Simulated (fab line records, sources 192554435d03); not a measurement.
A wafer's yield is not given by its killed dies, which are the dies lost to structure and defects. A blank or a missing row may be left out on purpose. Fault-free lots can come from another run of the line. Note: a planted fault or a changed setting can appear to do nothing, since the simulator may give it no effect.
fab line records + flow n5Finfet
[record]
- lots = 24
- wafers = 72
- lastDay = 17
route steps=1938 shown BEOL_M3@1010 BEOL_M4@1022
lots with no fault: from the same line, run without faults
startH: hours from the record's opening day to when the first of the lot's shown wafers began + waitH: hours from the lot's prior step to this one + " as in the row above + L1.1+2: a single row standing in for several wafers + - no value present, or no start provided + * or withheld: withheld + < > ~ a bound
route shown NAME@n: a module of which the file shows steps, and the number in the route of the first + usual: mean/standard deviation of fault-free wafers + same: alike in all rows + chamber/n: place in a boat + sites: readings site by site + _std_site: standard deviation across them + _edge_site: mean of outer sites minus mean of inner sites + radiusMm: for every site, how far away it sits from the centre of the wafer + mask NAME#n: copy n + behind: the tool/chamber that last shaped the wafer + hold: why the lot went on hold/how many hours it stayed there/how the hold came to an end + device: transistor that didn't switch, given as n, p or np + end of line: at the end of the route, the tests of the same wafers + a step without rows: its recipe alone + killed: at the first sort, the dies lost to defects and structure; wafer yield is something else + map: dies across one wafer; x = killed, . = not, _ = none there
set.NAME: the setting that was run; set.NAME@STEP: the one run at that earlier step + model.NAME: the simulator's own value behind a step, which no gauge read
the route's steps for a sample of lots (tables are steps, rows are wafers)
services: a tool's chamber out of use, with start hour (startH, from the record's first day; less than 0 if before it), hours out, and reason
[[steps]]
[step N5_BEOL_M3_SPUTTER_96]
[recipe]
- material = Cu
- targetThkA = 45
- tempC = -20
- chamberPressurePa = 0.07
- powerW = withheld
- timeS = 8.29
[usual]
- throttleValvePct = 30.5/0.69
[same]
- timeS = 8.29
| lot.wafer | tool          | chamber | startH | waitH | throttleValvePct |
|-----------|---------------|---------|--------|-------|------------------|
| L074.3    | pvdSputter-02 | -       | 168.87 | 0.1   | 30.0             |
| L074.5    | "             | -       | "      | "     | 29.7             |
| L074.6    | "             | -       | "      | "     | 30.4             |
| L075.3    | pvdSputter-01 | -       | 170.15 | 0.8   | 29.7             |
| L075.4    | "             | -       | "      | "     | 30.8             |
| L075.5    | "             | -       | "      | "     | 30.6             |
| L076.2    | pvdSputter-02 | -       | 170.71 | 0.1   | 29.8             |
| L076.4    | "             | -       | "      | "     | 29.7             |
| L076.5    | "             | -       | "      | "     | 31.2             |
| L077.1    | pvdSputter-01 | -       | 178.49 | 0.1   | 29.8             |
| L077.3    | "             | -       | "      | "     | 30.7             |
| L077.5    | "             | -       | "      | "     | 29.6             |
| L078.4    | pvdSputter-01 | -       | 182.10 | 0.1   | 30.9             |
| L078.5    | "             | -       | "      | "     | 29.8             |
| L078.6    | "             | -       | "      | "     | 30.8             |
| L079.2    | pvdSputter-03 | -       | 182.32 | 0.1   | 31.9             |
| L079.3    | "             | -       | "      | "     | 31.1             |
| L079.6    | "             | -       | "      | "     | 30.6             |
| L080.2    | pvdSputter-01 | -       | 196.82 | 0.1   | 30.3             |
| L080.3    | "             | -       | "      | "     | 31.2             |
| L080.5    | "             | -       | "      | "     | 30.5             |
| L081.1    | pvdSputter-03 | -       | 200.19 | 0.1   | 31.1             |
| L081.3    | "             | -       | "      | "     | 31.2             |
| L081.6    | "             | -       | "      | "     | 31.5             |
| L082.1    | pvdSputter-01 | -       | 215.35 | 0.1   | 29.7             |
| L082.4    | "             | -       | "      | "     | 30.8             |
| L082.6    | "             | -       | "      | "     | 29.6             |
| L083.1    | pvdSputter-01 | -       | 218.01 | 0.1   | 29.9             |
| L083.3    | "             | -       | "      | "     | 30.7             |
| L083.4    | "             | -       | "      | "     | 30.3             |
| L084.2    | pvdSputter-03 | -       | 227.29 | 0.1   | 31.3             |
| L084.5    | "             | -       | "      | "     | 30.6             |
| L084.6    | "             | -       | "      | "     | 31.7             |
| L085.3    | pvdSputter-01 | -       | 227.82 | 0.1   | 30.7             |
| L085.4    | "             | -       | "      | "     | 30.9             |
| L085.6    | "             | -       | "      | "     | 31.0             |
| L087.2    | pvdSputter-01 | -       | 230.46 | 0.1   | 30.2             |
| L087.3    | "             | -       | "      | "     | 29.6             |
| L087.6    | "             | -       | "      | "     | 30.5             |
| L086.2    | pvdSputter-02 | -       | 234.19 | 0.1   | 31.1             |
| L086.4    | "             | -       | "      | "     | 29.2             |
| L086.5    | "             | -       | "      | "     | 29.6             |
| L088.4    | pvdSputter-01 | -       | 241.35 | 0.1   | 30.9             |
| L088.5    | "             | -       | "      | "     | 30.9             |
| L088.6    | "             | -       | "      | "     | 30.7             |
| L089.1    | pvdSputter-03 | -       | 241.48 | 0.1   | 30.9             |
| L089.3    | "             | -       | "      | "     | 30.4             |
| L089.4    | "             | -       | "      | "     | 31.6             |
| L090.1    | pvdSputter-02 | -       | 246.42 | 0.1   | 30.7             |
| L090.2    | "             | -       | "      | "     | 30.9             |
| L090.6    | "             | -       | "      | "     | 29.8             |
| L092.2    | pvdSputter-01 | -       | 258.05 | 0.1   | 29.5             |
| L092.3    | "             | -       | "      | "     | 29.7             |
| L092.6    | "             | -       | "      | "     | 30.4             |
| L091.1    | pvdSputter-03 | -       | 271.62 | 0.1   | 31.3             |
| L091.2    | "             | -       | "      | "     | 31.2             |
| L091.3    | "             | -       | "      | "     | 30.4             |
| L093.1    | pvdSputter-01 | -       | 274.99 | 0.1   | 29.8             |
| L093.2    | "             | -       | "      | "     | 30.7             |
| L093.6    | "             | -       | "      | "     | 30.9             |
| L094.1    | pvdSputter-03 | -       | 282.02 | 0.1   | 31.3             |
| L094.2    | "             | -       | "      | "     | 31.1             |
| L094.6    | "             | -       | "      | "     | 30.3             |
| L095.2    | pvdSputter-01 | -       | 283.03 | 0.1   | 29.9             |
| L095.3    | "             | -       | "      | "     | 29.6             |
| L095.5    | "             | -       | "      | "     | 30.6             |
| L096.2    | pvdSputter-03 | -       | 289.78 | 0.1   | 30.4             |
| L096.5    | "             | -       | "      | "     | 30.4             |
| L096.6    | "             | -       | "      | "     | 31.1             |
| L097.4    | pvdSputter-02 | -       | 297.33 | 0.1   | 29.3             |
| L097.5    | "             | -       | "      | "     | 29.8             |
| L097.6    | "             | -       | "      | "     | 30.8             |
[step N5_BEOL_M3_ANNEAL_51]
[recipe]
- tempC = 225
- timeS = 90
- ambient = N2
[usual]
- wafer_temp_C_max = 225.9/0.33
[same]
- timeS = 90
| lot.wafer | tool         | chamber | startH | waitH | wafer_temp_C_max |
|-----------|--------------|---------|--------|-------|------------------|
| L074.3    | rtpAnneal-02 | 0       | 169.16 | 0.1   | 226.0            |
| L074.5    | "            | 0       | "      | "     | 226.1            |
| L074.6    | "            | 0       | "      | "     | 226.2            |
| L075.3    | rtpAnneal-01 | 0       | 170.44 | 0.1   | 225.5            |
| L075.4    | "            | 0       | "      | "     | 225.6            |
| L075.5    | "            | 0       | "      | "     | 225.6            |
| L076.2    | rtpAnneal-01 | 0       | 170.95 | 0.1   | 225.6            |
| L076.4    | "            | 0       | "      | "     | 225.4            |
| L076.5    | "            | 0       | "      | "     | 225.7            |
| L077.1    | rtpAnneal-02 | 0       | 178.69 | 0.1   | 226.6            |
| L077.3    | "            | 0       | "      | "     | 225.8            |
| L077.5    | "            | 0       | "      | "     | 226.2            |
| L078.4    | rtpAnneal-02 | 0       | 182.43 | 0.2   | 226.1            |
| L078.5    | "            | 0       | "      | "     | 226.1            |
| L078.6    | "            | 0       | "      | "     | 226.5            |
| L079.2    | rtpAnneal-01 | 0       | 182.58 | 0.1   | 225.5            |
| L079.3    | "            | 0       | "      | "     | 225.7            |
| L079.6    | "            | 0       | "      | "     | 225.2            |
| L080.2    | rtpAnneal-01 | 0       | 197.06 | 0.1   | 225.8            |
| L080.3    | "            | 0       | "      | "     | 225.7            |
| L080.5    | "            | 0       | "      | "     | 225.8            |
| L081.1    | rtpAnneal-01 | 0       | 200.39 | 0.1   | 225.5            |
| L081.3    | "            | 0       | "      | "     | 225.5            |
| L081.6    | "            | 0       | "      | "     | 225.6            |
| L082.1    | rtpAnneal-02 | 0       | 215.54 | 0.1   | 225.9            |
| L082.4    | "            | 0       | "      | "     | 226.0            |
| L082.6    | "            | 0       | "      | "     | 226.0            |
| L083.1    | rtpAnneal-02 | 0       | 218.21 | 0.1   | 226.3            |
| L083.3    | "            | 0       | "      | "     | 225.9            |
| L083.4    | "            | 0       | "      | "     | 226.5            |
| L084.2    | rtpAnneal-01 | 0       | 227.53 | 0.1   | 225.7            |
| L084.5    | "            | 0       | "      | "     | 225.5            |
| L084.6    | "            | 0       | "      | "     | 225.7            |
| L085.3    | rtpAnneal-01 | 0       | 228.22 | 0.2   | 225.4            |
| L085.4    | "            | 0       | "      | "     | 225.4            |
| L085.6    | "            | 0       | "      | "     | 225.5            |
| L087.2    | rtpAnneal-02 | 0       | 230.86 | 0.3   | 226.0            |
| L087.3    | "            | 0       | "      | "     | 226.3            |
| L087.6    | "            | 0       | "      | "     | 225.9            |
| L086.2    | rtpAnneal-02 | 0       | 234.66 | 0.3   | 225.9            |
| L086.4    | "            | 0       | "      | "     | 226.0            |
| L086.5    | "            | 0       | "      | "     | 225.6            |
| L089.1    | rtpAnneal-01 | 0       | 241.67 | 0.1   | 225.5            |
| L089.3    | "            | 0       | "      | "     | 225.6            |
| L089.4    | "            | 0       | "      | "     | 225.5            |
| L088.4    | rtpAnneal-02 | 0       | 241.68 | 0.2   | 226.2            |
| L088.5    | "            | 0       | "      | "     | 226.7            |
| L088.6    | "            | 0       | "      | "     | 226.0            |
| L090.1    | rtpAnneal-02 | 0       | 246.61 | 0.1   | 225.6            |
| L090.2    | "            | 0       | "      | "     | 226.3            |
| L090.6    | "            | 0       | "      | "     | 225.9            |
| L092.2    | rtpAnneal-02 | 0       | 258.36 | 0.2   | 226.1            |
| L092.3    | "            | 0       | "      | "     | 226.0            |
| L092.6    | "            | 0       | "      | "     | 226.0            |
| L091.1    | rtpAnneal-01 | 0       | 271.83 | 0.1   | 225.6            |
| L091.2    | "            | 0       | "      | "     | 225.5            |
| L091.3    | "            | 0       | "      | "     | 225.7            |
| L093.1    | rtpAnneal-01 | 0       | 275.18 | 0.1   | 225.3            |
| L093.2    | "            | 0       | "      | "     | 225.6            |
| L093.6    | "            | 0       | "      | "     | 225.6            |
| L094.1    | rtpAnneal-02 | 0       | 282.22 | 0.1   | 226.1            |
| L094.2    | "            | 0       | "      | "     | 225.9            |
| L094.6    | "            | 0       | "      | "     | 226.1            |
| L095.2    | rtpAnneal-01 | 0       | 283.27 | 0.1   | 225.7            |
| L095.3    | "            | 0       | "      | "     | 225.6            |
| L095.5    | "            | 0       | "      | "     | 225.9            |
| L096.2    | rtpAnneal-02 | 0       | 290.04 | 0.1   | 226.5            |
| L096.5    | "            | 0       | "      | "     | 225.9            |
| L096.6    | "            | 0       | "      | "     | 225.9            |
| L097.4    | rtpAnneal-02 | 0       | 297.66 | 0.2   | 226.0            |
| L097.5    | "            | 0       | "      | "     | 226.5            |
| L097.6    | "            | 0       | "      | "     | 226.4            |
[step N5_BEOL_M4_THK_MEAS_01]
[recipe]
- reads = SiOC_of_BEOL_M4_ILD_DEP_00
[usual]
- M4_ILD_THK = 79.0/0.88
| lot.wafer | tool         | chamber | startH | waitH | M4_ILD_THK[nm] |
|-----------|--------------|---------|--------|-------|----------------|
| L074.3    | filmMetro-01 | -       | 170.05 | 0.1   | 79.0           |
| L074.5    | "            | -       | "      | "     | 80.3           |
| L074.6    | "            | -       | "      | "     | 80.1           |
| L075.3    | filmMetro-01 | -       | 171.33 | 0.1   | 78.1           |
| L075.4    | "            | -       | "      | "     | 78.6           |
| L075.5    | "            | -       | "      | "     | 79.1           |
| L076.2    | filmMetro-01 | -       | 171.90 | 0.1   | 78.0           |
| L076.4    | "            | -       | "      | "     | 78.2           |
| L076.5    | "            | -       | "      | "     | 78.7           |
| L077.1    | filmMetro-01 | -       | 179.69 | 0.1   | 77.6           |
| L077.3    | "            | -       | "      | "     | 79.2           |
| L077.5    | "            | -       | "      | "     | 78.6           |
| L078.4    | filmMetro-02 | -       | 183.50 | 0.0   | 80.0           |
| L078.5    | "            | -       | "      | "     | 79.7           |
| L078.6    | "            | -       | "      | "     | 79.1           |
| L079.2    | filmMetro-02 | -       | 183.53 | 0.1   | 78.7           |
| L079.3    | "            | -       | "      | "     | 78.1           |
| L079.6    | "            | -       | "      | "     | 80.0           |
| L080.2    | filmMetro-02 | -       | 198.25 | 0.1   | 78.5           |
| L080.3    | "            | -       | "      | "     | 78.3           |
| L080.5    | "            | -       | "      | "     | 80.6           |
| L081.1    | filmMetro-01 | -       | 201.37 | 0.0   | 77.9           |
| L081.3    | "            | -       | "      | "     | 78.9           |
| L081.6    | "            | -       | "      | "     | 80.0           |
| L082.1    | filmMetro-01 | -       | 216.54 | 0.1   | 79.1           |
| L082.4    | "            | -       | "      | "     | 80.0           |
| L082.6    | "            | -       | "      | "     | 78.6           |
| L083.1    | filmMetro-02 | -       | 219.19 | 0.0   | 78.7           |
| L083.3    | "            | -       | "      | "     | 79.1           |
| L083.4    | "            | -       | "      | "     | 80.1           |
| L084.2    | filmMetro-02 | -       | 228.68 | 0.1   | 78.3           |
| L084.5    | "            | -       | "      | "     | 79.4           |
| L084.6    | "            | -       | "      | "     | 80.0           |
| L085.3    | filmMetro-01 | -       | 229.15 | 0.1   | 78.3           |
| L085.4    | "            | -       | "      | "     | 79.6           |
| L085.6    | "            | -       | "      | "     | 79.2           |
| L087.2    | filmMetro-02 | -       | 231.83 | 0.1   | 78.5           |
| L087.3    | "            | -       | "      | "     | 78.0           |
| L087.6    | "            | -       | "      | "     | 79.3           |
| L086.2    | filmMetro-01 | -       | 235.60 | 0.1   | 77.7           |
| L086.4    | "            | -       | "      | "     | 79.6           |
| L086.5    | "            | -       | "      | "     | 80.7           |
| L088.4    | filmMetro-01 | -       | 242.53 | 0.0   | 79.0           |
| L088.5    | "            | -       | "      | "     | 79.3           |
| L088.6    | "            | -       | "      | "     | 79.3           |
| L089.1    | filmMetro-01 | -       | 242.65 | 0.0   | 79.2           |
| L089.3    | "            | -       | "      | "     | 79.1           |
| L089.4    | "            | -       | "      | "     | 80.8           |
| L090.1    | filmMetro-01 | -       | 247.59 | 0.0   | 77.3           |
| L090.2    | "            | -       | "      | "     | 77.8           |
| L090.6    | "            | -       | "      | "     | 79.4           |
| L092.2    | filmMetro-02 | -       | 259.38 | 0.1   | 77.8           |
| L092.3    | "            | -       | "      | "     | 78.1           |
| L092.6    | "            | -       | "      | "     | 79.9           |
| L091.1    | filmMetro-01 | -       | 272.81 | 0.0   | 78.9           |
| L091.2    | "            | -       | "      | "     | 78.6           |
| L091.3    | "            | -       | "      | "     | 78.7           |
| L093.1    | filmMetro-02 | -       | 276.17 | 0.0   | 78.8           |
| L093.2    | "            | -       | "      | "     | 78.9           |
| L093.6    | "            | -       | "      | "     | 80.3           |
| L094.1    | filmMetro-01 | -       | 283.31 | 0.0   | 79.4           |
| L094.2    | "            | -       | "      | "     | 77.7           |
| L094.6    | "            | -       | "      | "     | 79.7           |
| L095.2    | filmMetro-01 | -       | 284.21 | 0.1   | 77.8           |
| L095.3    | "            | -       | "      | "     | 77.9           |
| L095.5    | "            | -       | "      | "     | 79.0           |
| L096.2    | filmMetro-01 | -       | 291.01 | 0.1   | 78.9           |
| L096.5    | "            | -       | "      | "     | 80.1           |
| L096.6    | "            | -       | "      | "     | 80.6           |
| L097.4    | filmMetro-01 | -       | 298.51 | 0.0   | 79.7           |
| L097.5    | "            | -       | "      | "     | 80.3           |
| L097.6    | "            | -       | "      | "     | 79.8           |
[step N5_BEOL_M4_ANNEAL_49]
[recipe]
- tempC = 400
- timeS = 240
- ambient = vacuum
[usual]
- heaterPowerW = 855/99
[same]
- timeS = 240
| lot.wafer | tool          | chamber | startH | waitH | heaterPowerW |
|-----------|---------------|---------|--------|-------|--------------|
| L075.3    | pvdSputter-02 | -       | 180.74 | 0.0   | 757          |
| L075.4    | "             | -       | "      | "     | 835          |
| L075.5    | "             | -       | "      | "     | 757          |
| L074.3    | pvdSputter-01 | -       | 182.26 | 0.0   | 891          |
| L074.5    | "             | -       | "      | "     | 900          |
| L074.6    | "             | -       | "      | "     | 737          |
| L076.2    | pvdSputter-02 | -       | 183.86 | 0.0   | 954          |
| L076.4    | "             | -       | "      | "     | 945          |
| L076.5    | "             | -       | "      | "     | 839          |
| L077.1    | pvdSputter-03 | -       | 186.35 | 0.0   | 1011         |
| L077.3    | "             | -       | "      | "     | 856          |
| L077.5    | "             | -       | "      | "     | 875          |
| L078.4    | pvdSputter-03 | -       | 188.40 | 0.0   | 727          |
| L078.5    | "             | -       | "      | "     | 748          |
| L078.6    | "             | -       | "      | "     | 880          |
| L079.2    | pvdSputter-02 | -       | 188.55 | 0.0   | 964          |
| L079.3    | "             | -       | "      | "     | 937          |
| L079.6    | "             | -       | "      | "     | 974          |
| L080.2    | pvdSputter-01 | -       | 207.03 | 0.0   | 860          |
| L080.3    | "             | -       | "      | "     | 723          |
| L080.5    | "             | -       | "      | "     | 895          |
| L081.1    | pvdSputter-02 | -       | 209.83 | 0.0   | 759          |
| L081.3    | "             | -       | "      | "     | 944          |
| L081.6    | "             | -       | "      | "     | 837          |
| L082.1    | pvdSputter-02 | -       | 224.07 | 0.0   | 957          |
| L082.4    | "             | -       | "      | "     | 779          |
| L082.6    | "             | -       | "      | "     | 749          |
| L083.1    | pvdSputter-03 | -       | 228.79 | 0.0   | 864          |
| L083.3    | "             | -       | "      | "     | 1021         |
| L083.4    | "             | -       | "      | "     | 938          |
| L084.2    | pvdSputter-03 | -       | 235.32 | 0.0   | 1036         |
| L084.5    | "             | -       | "      | "     | 748          |
| L084.6    | "             | -       | "      | "     | 1024         |
| L085.3    | pvdSputter-03 | -       | 237.24 | 0.0   | 738          |
| L085.4    | "             | -       | "      | "     | 1044         |
| L085.6    | "             | -       | "      | "     | 880          |
| L087.2    | pvdSputter-03 | -       | 244.78 | 0.0   | 876          |
| L087.3    | "             | -       | "      | "     | 1049         |
| L087.6    | "             | -       | "      | "     | 729          |
| L088.4    | pvdSputter-01 | -       | 250.14 | 0.0   | 883          |
| L088.5    | "             | -       | "      | "     | 727          |
| L088.6    | "             | -       | "      | "     | 858          |
| L089.1    | pvdSputter-03 | -       | 252.91 | 0.0   | 876          |
| L089.3    | "             | -       | "      | "     | 1054         |
| L089.4    | "             | -       | "      | "     | 721          |
| L086.2    | pvdSputter-02 | -       | 253.35 | 0.0   | 849          |
| L086.4    | "             | -       | "      | "     | 956          |
| L086.5    | "             | -       | "      | "     | 965          |
| L090.1    | pvdSputter-01 | -       | 259.97 | 0.0   | 751          |
| L090.2    | "             | -       | "      | "     | 861          |
| L090.6    | "             | -       | "      | "     | 882          |
| L092.2    | pvdSputter-02 | -       | 271.52 | 0.0   | 944          |
| L092.3    | "             | -       | "      | "     | 769          |
| L092.6    | "             | -       | "      | "     | 757          |
| L091.1    | pvdSputter-01 | -       | 277.19 | 0.0   | 732          |
| L091.2    | "             | -       | "      | "     | 738          |
| L091.3    | "             | -       | "      | "     | 898          |
| L093.1    | pvdSputter-03 | -       | 282.18 | 0.0   | 945          |
| L093.2    | "             | -       | "      | "     | 1008         |
| L093.6    | "             | -       | "      | "     | 883          |
| L094.1    | pvdSputter-03 | -       | 290.87 | 0.0   | 957          |
| L094.2    | "             | -       | "      | "     | 855          |
| L094.6    | "             | -       | "      | "     | 737          |
| L095.2    | pvdSputter-01 | -       | 291.28 | 0.0   | 878          |
| L095.3    | "             | -       | "      | "     | 725          |
| L095.5    | "             | -       | "      | "     | 721          |
| L096.2    | pvdSputter-02 | -       | 299.85 | 0.0   | 841          |
| L096.5    | "             | -       | "      | "     | 835          |
| L096.6    | "             | -       | "      | "     | 734          |
| L097.4    | pvdSputter-03 | -       | 304.37 | 0.0   | 717          |
| L097.5    | "             | -       | "      | "     | 727          |
| L097.6    | "             | -       | "      | "     | 868          |
[step N5_BEOL_M4_ANNEAL_80]
[recipe]
- tempC = 400
- timeS = 240
- ambient = vacuum
[usual]
- heaterPowerW = 854/100
[same]
- timeS = 240
| lot.wafer | tool          | chamber | startH | waitH | heaterPowerW |
|-----------|---------------|---------|--------|-------|--------------|
| L075.3    | pvdSputter-02 | -       | 180.96 | 0.0   | 742          |
| L075.4    | "             | -       | "      | "     | 825          |
| L075.5    | "             | -       | "      | "     | 747          |
| L074.3    | pvdSputter-01 | -       | 182.48 | 0.0   | 874          |
| L074.5    | "             | -       | "      | "     | 876          |
| L074.6    | "             | -       | "      | "     | 717          |
| L076.2    | pvdSputter-02 | -       | 184.08 | 0.0   | 949          |
| L076.4    | "             | -       | "      | "     | 972          |
| L076.5    | "             | -       | "      | "     | 849          |
| L077.1    | pvdSputter-03 | -       | 186.57 | 0.0   | 1034         |
| L077.3    | "             | -       | "      | "     | 877          |
| L077.5    | "             | -       | "      | "     | 867          |
| L078.4    | pvdSputter-03 | -       | 188.62 | 0.0   | 711          |
| L078.5    | "             | -       | "      | "     | 737          |
| L078.6    | "             | -       | "      | "     | 854          |
| L079.2    | pvdSputter-02 | -       | 188.77 | 0.0   | 964          |
| L079.3    | "             | -       | "      | "     | 954          |
| L079.6    | "             | -       | "      | "     | 965          |
| L080.2    | pvdSputter-01 | -       | 207.25 | 0.0   | 882          |
| L080.3    | "             | -       | "      | "     | 703          |
| L080.5    | "             | -       | "      | "     | 872          |
| L081.1    | pvdSputter-02 | -       | 210.05 | 0.0   | 763          |
| L081.3    | "             | -       | "      | "     | 954          |
| L081.6    | "             | -       | "      | "     | 829          |
| L082.1    | pvdSputter-02 | -       | 224.29 | 0.0   | 969          |
| L082.4    | "             | -       | "      | "     | 747          |
| L082.6    | "             | -       | "      | "     | 758          |
| L083.1    | pvdSputter-03 | -       | 229.01 | 0.0   | 871          |
| L083.3    | "             | -       | "      | "     | 1045         |
| L083.4    | "             | -       | "      | "     | 948          |
| L084.2    | pvdSputter-03 | -       | 235.54 | 0.0   | 1047         |
| L084.5    | "             | -       | "      | "     | 725          |
| L084.6    | "             | -       | "      | "     | 1014         |
| L085.3    | pvdSputter-03 | -       | 237.46 | 0.0   | 718          |
| L085.4    | "             | -       | "      | "     | 1039         |
| L085.6    | "             | -       | "      | "     | 881          |
| L087.2    | pvdSputter-03 | -       | 245.00 | 0.0   | 881          |
| L087.3    | "             | -       | "      | "     | 1056         |
| L087.6    | "             | -       | "      | "     | 726          |
| L088.4    | pvdSputter-01 | -       | 250.36 | 0.0   | 860          |
| L088.5    | "             | -       | "      | "     | 734          |
| L088.6    | "             | -       | "      | "     | 872          |
| L089.1    | pvdSputter-03 | -       | 253.13 | 0.0   | 857          |
| L089.3    | "             | -       | "      | "     | 1025         |
| L089.4    | "             | -       | "      | "     | 732          |
| L086.2    | pvdSputter-02 | -       | 253.57 | 0.0   | 824          |
| L086.4    | "             | -       | "      | "     | 981          |
| L086.5    | "             | -       | "      | "     | 938          |
| L090.1    | pvdSputter-01 | -       | 260.19 | 0.0   | 765          |
| L090.2    | "             | -       | "      | "     | 891          |
| L090.6    | "             | -       | "      | "     | 858          |
| L092.2    | pvdSputter-02 | -       | 271.74 | 0.0   | 929          |
| L092.3    | "             | -       | "      | "     | 725          |
| L092.6    | "             | -       | "      | "     | 746          |
| L091.1    | pvdSputter-01 | -       | 277.41 | 0.0   | 734          |
| L091.2    | "             | -       | "      | "     | 734          |
| L091.3    | "             | -       | "      | "     | 888          |
| L093.1    | pvdSputter-03 | -       | 282.40 | 0.0   | 945          |
| L093.2    | "             | -       | "      | "     | 1064         |
| L093.6    | "             | -       | "      | "     | 877          |
| L094.1    | pvdSputter-03 | -       | 291.09 | 0.0   | 946          |
| L094.2    | "             | -       | "      | "     | 848          |
| L094.6    | "             | -       | "      | "     | 726          |
| L095.2    | pvdSputter-01 | -       | 291.50 | 0.0   | 892          |
| L095.3    | "             | -       | "      | "     | 735          |
| L095.5    | "             | -       | "      | "     | 733          |
| L096.2    | pvdSputter-02 | -       | 300.07 | 0.0   | 860          |
| L096.5    | "             | -       | "      | "     | 863          |
| L096.6    | "             | -       | "      | "     | 753          |
| L097.4    | pvdSputter-03 | -       | 304.59 | 0.0   | 748          |
| L097.5    | "             | -       | "      | "     | 703          |
| L097.6    | "             | -       | "      | "     | 882          |
[step N5_BEOL_M4_SPUTTER_86]
[recipe]
- material = Cu
- targetThkA = 45
- tempC = -20
- chamberPressurePa = 0.07
- powerW = withheld
- timeS = 8.29
[usual]
- throttleValvePct = 30.5/0.78
[same]
- timeS = 8.29
| lot.wafer | tool          | chamber | startH | waitH | throttleValvePct |
|-----------|---------------|---------|--------|-------|------------------|
| L075.3    | pvdSputter-02 | -       | 181.32 | 0.1   | 29.5             |
| L075.4    | "             | -       | "      | "     | 30.5             |
| L075.5    | "             | -       | "      | "     | 29.9             |
| L074.3    | pvdSputter-01 | -       | 182.84 | 0.1   | 30.1             |
| L074.5    | "             | -       | "      | "     | 29.7             |
| L074.6    | "             | -       | "      | "     | 30.0             |
| L076.2    | pvdSputter-02 | -       | 184.44 | 0.1   | 29.0             |
| L076.4    | "             | -       | "      | "     | 30.9             |
| L076.5    | "             | -       | "      | "     | 30.5             |
| L077.1    | pvdSputter-03 | -       | 186.93 | 0.1   | 31.5             |
| L077.3    | "             | -       | "      | "     | 31.8             |
| L077.5    | "             | -       | "      | "     | 31.8             |
| L078.4    | pvdSputter-03 | -       | 188.98 | 0.1   | 30.5             |
| L078.5    | "             | -       | "      | "     | 30.4             |
| L078.6    | "             | -       | "      | "     | 31.6             |
| L079.2    | pvdSputter-02 | -       | 189.13 | 0.1   | 30.9             |
| L079.3    | "             | -       | "      | "     | 29.0             |
| L079.6    | "             | -       | "      | "     | 29.0             |
| L080.2    | pvdSputter-01 | -       | 207.61 | 0.1   | 30.9             |
| L080.3    | "             | -       | "      | "     | 29.8             |
| L080.5    | "             | -       | "      | "     | 30.9             |
| L081.1    | pvdSputter-02 | -       | 210.41 | 0.1   | 29.7             |
| L081.3    | "             | -       | "      | "     | 29.3             |
| L081.6    | "             | -       | "      | "     | 30.8             |
| L082.1    | pvdSputter-02 | -       | 224.65 | 0.1   | 31.0             |
| L082.4    | "             | -       | "      | "     | 29.4             |
| L082.6    | "             | -       | "      | "     | 29.7             |
| L083.1    | pvdSputter-03 | -       | 229.37 | 0.1   | 31.7             |
| L083.3    | "             | -       | "      | "     | 31.2             |
| L083.4    | "             | -       | "      | "     | 31.5             |
| L084.2    | pvdSputter-03 | -       | 235.90 | 0.1   | 31.0             |
| L084.5    | "             | -       | "      | "     | 30.6             |
| L084.6    | "             | -       | "      | "     | 31.1             |
| L085.3    | pvdSputter-03 | -       | 237.82 | 0.1   | 30.5             |
| L085.4    | "             | -       | "      | "     | 31.2             |
| L085.6    | "             | -       | "      | "     | 31.8             |
| L087.2    | pvdSputter-03 | -       | 245.36 | 0.1   | 31.6             |
| L087.3    | "             | -       | "      | "     | 31.4             |
| L087.6    | "             | -       | "      | "     | 30.5             |
| L088.4    | pvdSputter-01 | -       | 250.72 | 0.1   | 29.8             |
| L088.5    | "             | -       | "      | "     | 29.7             |
| L088.6    | "             | -       | "      | "     | 29.6             |
| L089.1    | pvdSputter-03 | -       | 253.49 | 0.1   | 31.6             |
| L089.3    | "             | -       | "      | "     | 31.4             |
| L089.4    | "             | -       | "      | "     | 30.5             |
| L086.2    | pvdSputter-02 | -       | 253.93 | 0.1   | 30.4             |
| L086.4    | "             | -       | "      | "     | 31.0             |
| L086.5    | "             | -       | "      | "     | 31.0             |
| L090.1    | pvdSputter-01 | -       | 260.55 | 0.1   | 30.5             |
| L090.2    | "             | -       | "      | "     | 29.6             |
| L090.6    | "             | -       | "      | "     | 30.9             |
| L092.2    | pvdSputter-02 | -       | 272.10 | 0.1   | 29.2             |
| L092.3    | "             | -       | "      | "     | 29.6             |
| L092.6    | "             | -       | "      | "     | 29.4             |
| L091.1    | pvdSputter-01 | -       | 277.77 | 0.1   | 30.4             |
| L091.2    | "             | -       | "      | "     | 29.8             |
| L091.3    | "             | -       | "      | "     | 29.4             |
| L093.1    | pvdSputter-03 | -       | 282.76 | 0.1   | 31.2             |
| L093.2    | "             | -       | "      | "     | 31.4             |
| L093.6    | "             | -       | "      | "     | 31.9             |
| L094.1    | pvdSputter-03 | -       | 291.45 | 0.1   | 31.0             |
| L094.2    | "             | -       | "      | "     | 31.8             |
| L094.6    | "             | -       | "      | "     | 30.5             |
| L095.2    | pvdSputter-01 | -       | 291.86 | 0.1   | 31.0             |
| L095.3    | "             | -       | "      | "     | 29.7             |
| L095.5    | "             | -       | "      | "     | 29.9             |
| L096.2    | pvdSputter-02 | -       | 300.43 | 0.1   | 30.7             |
| L096.5    | "             | -       | "      | "     | 30.7             |
| L096.6    | "             | -       | "      | "     | 29.6             |
| L097.4    | pvdSputter-03 | -       | 304.95 | 0.1   | 30.4             |
| L097.5    | "             | -       | "      | "     | 30.4             |
| L097.6    | "             | -       | "      | "     | 31.6             |
[[services]]
| tool         | chamber | startH | hours | kind |
|--------------|---------|--------|-------|------|
| rtpAnneal-01 | -       | 217.81 | 1.1   | pm   |
[[key]]
fault none
